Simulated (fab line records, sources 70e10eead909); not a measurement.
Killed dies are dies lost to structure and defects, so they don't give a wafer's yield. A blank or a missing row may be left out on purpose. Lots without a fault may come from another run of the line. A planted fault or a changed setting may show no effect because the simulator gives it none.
Chamber matching | flow nand_harc | NHARC_P_M1_DEP_33 on pecvd-02: 3 sister chambers
The step deposits SiCN, target thk 30 nm. 3 wafers are shown with their chamber, then 12 later ones without.

WAFERS WITH THEIR CHAMBER
wafer  | chamber | heater_power_w (W)
L083.6 | 2       | 437
L088.4 | 0       | 471
L088.6 | 1       | 776

WAFERS WITHOUT THEIR CHAMBER
wafer  | heater_power_w (W)
L093.1 | 783
L093.2 | 528
L093.6 | 444
L094.2 | 450
L094.3 | 487
L094.6 | 498
L095.2 | 798
L095.3 | 463
L095.4 | 761
L096.1 | 469
L096.2 | 473
L096.3 | 645

WHICH CHAMBER EACH WENT THROUGH
wafer  | from the rows above          | in truth
L093.1 | 1                            | 1
L093.2 | can't be placed: 0 or 2      | 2
L093.6 | can't be placed: 2 or 0      | 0
L094.2 | can't be placed: 2 or 0      | 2
L094.3 | can't be placed: 0 or 2      | 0
L094.6 | can't be placed: 0 or 2      | 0
L095.2 | 1                            | 1
L095.3 | can't be placed: 0 or 2      | 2
L095.4 | 1                            | 1
L096.1 | can't be placed: 0 or 2      | 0
L096.2 | can't be placed: 0 or 2      | 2
L096.3 | can't be placed: 1 or 0 or 2 | 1
Placed correctly: 3 of 12. Can't be placed from these rows: 9 (the true chamber is among the candidates in 9). Placed wrongly: 0.
How it was worked out, from the rows above alone: a wafer's distance from a chamber is the root of the sum, over the readings, of the square of ((its reading less the chamber's mean) divided by the reading's scatter). The wafer belongs to the nearest chamber; if the next one is less than 2 further off, it can't be placed. A chamber's mean is the mean of its shown wafers. The scatter: with one shown wafer a chamber, the root of the mean of the squares of how far each hidden wafer lies from its nearest shown one.
